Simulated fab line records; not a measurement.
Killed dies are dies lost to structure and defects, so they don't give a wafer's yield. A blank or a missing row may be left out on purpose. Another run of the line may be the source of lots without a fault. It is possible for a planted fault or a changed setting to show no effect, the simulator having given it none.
What tool caused it? -- flow nand-harc -- 18 wafers from 6 lots sampled at 3 of the route's 1302 steps

WHAT EACH GAUGE READ, for each wafer
NHARC_A_BONDPAD_CD_MEAS_13.
lot,measured,on,cd-nm (nm)
L710,day 23 17:52,cd-sem-03,502.5 499.4 501.7
L715,day 25 11:58,cd-sem-02,497.5 501.5 500.8
L718,day 26 15:49,cd-sem-03,500.3 498.3 498.2
L720,day 27 18:53,cd-sem-03,496.4 495.9 500.0
L721,day 28 15:50,cd-sem-01,499.8 494.5 499.9
L732,day 32 15:16,cd-sem-01,495.3 498.6 498.4

EACH LOT AND THE TOOL THAT RAN IT (in order: tool; ch and the chambers of the sampled wafers; start)
lot,NHARC_A_BONDPAD_DEP_00,NHARC_A_BONDPAD_ETCH_12
L710,"pecvd-03 ch 0,1, day 23 17:52 or earlier","rie-diel-10 ch 0,1,2, day 23 17:52 or earlier"
L715,"pecvd-04 ch 0,1,2, day 25 10:28","rie-diel-10 ch 0,1, day 25 11:58 or earlier"
L718,"pecvd-04 ch 0,1,2, day 26 14:11","rie-diel-10 ch 1,2, day 26 15:49 or earlier"
L720,"pecvd-03 ch 0,1,2, day 27 17:24","rie-diel-10 ch 0,1,2, day 27 18:53 or earlier"
L721,"pecvd-03 ch 0,1, day 28 14:14","rie-diel-13 ch 0,2, day 28 15:50 or earlier"
L732,"pecvd-02 ch 1,2, day 32 13:32","rie-diel-08 ch 1,2,3, day 32 15:16 or earlier"
- NHARC_A_BONDPAD_DEP_00: deposits SiCN, target thk 250 nm.
- NHARC_A_BONDPAD_ETCH_12: etches the open film in CHF3/O2, target depth 220 nm, time 110 s.

THE ANSWER, worked out from the rows above alone
Rule: what is usual is taken from the lots themselves. Put in order of their means at a reading, lots are off if they are a third of the lots or fewer, leave a main group of 4 or more, and stand apart from it by a gap of 3 or more times the standard deviation of the main group's means; of several such gaps the widest counts. Not used: any main group whose means are identical at the precision the tables above print for the reading. Also off: a lot with no number at a reading for which 4 or more lots have one. The other lots that the step has rows for count as sound.
Nothing can be told from this: no lot is off at any reading shown.

WHAT THE SIMULATOR PUT IN
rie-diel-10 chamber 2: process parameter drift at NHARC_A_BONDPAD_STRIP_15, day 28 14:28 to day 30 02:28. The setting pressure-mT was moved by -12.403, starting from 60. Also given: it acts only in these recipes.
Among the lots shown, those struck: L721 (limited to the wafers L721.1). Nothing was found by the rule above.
